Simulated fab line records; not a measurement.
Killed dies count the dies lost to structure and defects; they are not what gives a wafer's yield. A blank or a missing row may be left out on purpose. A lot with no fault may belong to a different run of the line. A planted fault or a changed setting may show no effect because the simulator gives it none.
Problem report in the 8D (eight disciplines) form, filled by code | flow n5 finfet | the parts of the form that need people (team, actions taken, sign-off) are left out

== 1. WHAT IS WRONG ==
M1_THK at N5_BEOL_M1_THK_MEAS_53 reads a mean of 148.8 nm on 2 wafers of 2 lots; wafers without a fault read 39.5 nm with a standard deviation of 1.4. Measured from the usual mean, that is +78 standard deviations.
The step: measures by xrf.
Seen first at day 8 14:22 on film metro-02, wafer L956.1. The record has a number at this step for 26 wafers belonging to 9 lots. Rule for "out" (also "out of limits"): further than 4 standard deviations from the usual mean. The rest of the wafers with a number are treated as sound.

== 2. WHAT IT IS; WHAT IT IS NOT ==
question                    | is                           | is not
which readings at this step | M1_THK                       | -
which lots                  | L956, L957                   | L949, L950, L951, L952, L967, L968, L971
which wafers of those lots  | L956.1, L957.1               | L956.2, L956.6, L957.2, L957.3
read on which gauges        | film metro-01, film metro-02 | -
when                        | from day 8 14:22             | up to then (13 sound wafers); but 11 sound wafers of L957, L967, L968, L971 came after

== 3. THE SUSPECTS, EACH WITH WHAT RULES IT OUT ==
Counting: a tool at a process step up to the reading stays a suspect if it ran every lot that is out. Sound lots after the first of them don't rule it out here, since some wafers of a struck lot are sound.
- the gauge at N5_BEOL_M1_THK_MEAS_53 is ruled out. 2 gauges (film metro-01, film metro-02) read the wafers that are out.
- cmp-02 at N5_BEOL_M1_CMP_52 (polishes, stops on SiOC, t overpolish 6.8 s, target thk 40 nm): kept. Every lot that is out went through it, the first being L956 (day 8 14:09); the last sound lot it ran before that was L951 (day 7 15:31). On those wafers its own readings are out: barrier field endpoint s, overpolish run s, time to endpoint s.
After counting, what remains is cmp-02 at N5_BEOL_M1_CMP_52.

== 4. THE CAUSE (what the simulator had put in) ==
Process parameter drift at N5_BEOL_M1_CMP_52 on cmp-02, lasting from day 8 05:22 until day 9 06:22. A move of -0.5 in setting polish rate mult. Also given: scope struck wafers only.
Only this tool survived the counting.

== 5. THE EFFECT CHAIN, in route order ==
Rows list readings where the struck wafers' mean (over those with a number) sits beyond 3 standard deviations from the usual. Readings are gone through only where the record gives a usual standard deviation; hours: the median, over the lots, of the time from a lot's start at the first step in this table giving one to that lot's start at this step; sigmas: the change measured in usual standard deviations.
hours | step                    | reading                  | usual   | on struck wafers | change | sigmas
0     | N5_BEOL_M1_CMP_52       | barrier field endpoint s | 24.7 s  | 41.2             | +16.5  | +28
0     | N5_BEOL_M1_CMP_52       | overpolish run s         | 6.802 s | 0.040            | -6.761 | -99 or more
0     | N5_BEOL_M1_CMP_52       | time to endpoint s       | 63 s    | 82               | +18    | +5.8
0     | N5_BEOL_M1_THK_MEAS_53  | M1_THK                   | 39.5 nm | 148.8            | +109.3 | +78
1     | N5_BEOL_M1_INSPECT_59   | raw defect count         | 81      | 1603             | +1522  | +56
164   | N5_PASSIVATION_PROBE_49 | defect limited yield     | 91.6 %  | 0.0              | -91.6  | -65
164   | N5_PASSIVATION_PROBE_49 | killed_at_M0_to_M3       | 33      | 1118             | +1085  | +99 or more
164   | N5_PASSIVATION_PROBE_49 | killed dies              | 99      | 1180             | +1081  | +68
164   | N5_PASSIVATION_PROBE_49 | killed on rim            | 13      | 152              | +139   | +33
164   | N5_PASSIVATION_PROBE_49 | sort n pass              | 1081    | 0                | -1081  | -64
164   | N5_PASSIVATION_PROBE_49 | sort yield pct           | 91.6 %  | 0.0              | -91.6  | -65
It contains these process steps:
- N5_BEOL_M1_CMP_52: polishes, stops on SiOC, t overpolish 6.8 s, target thk 40 nm.
- N5_PASSIVATION_PROBE_49

== 6. WHAT WOULD HAVE CAUGHT IT SOONER ==
Counted from the fault's start at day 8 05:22, it took 9 hours until the first out-of-limits reading at a measuring or inspecting step in this record, taken at day 8 14:22.
Tool's own readings at N5_BEOL_M1_CMP_52, barrier field endpoint s, overpolish run s, time to endpoint s: out on all struck wafers the step has rows for; an alarm limit on them would have tripped on the first.
Of the lots that are out (2), L957 began N5_BEOL_M1_CMP_52 on cmp-02 after day 8 14:22. A hold on the tool at that time would have spared it.
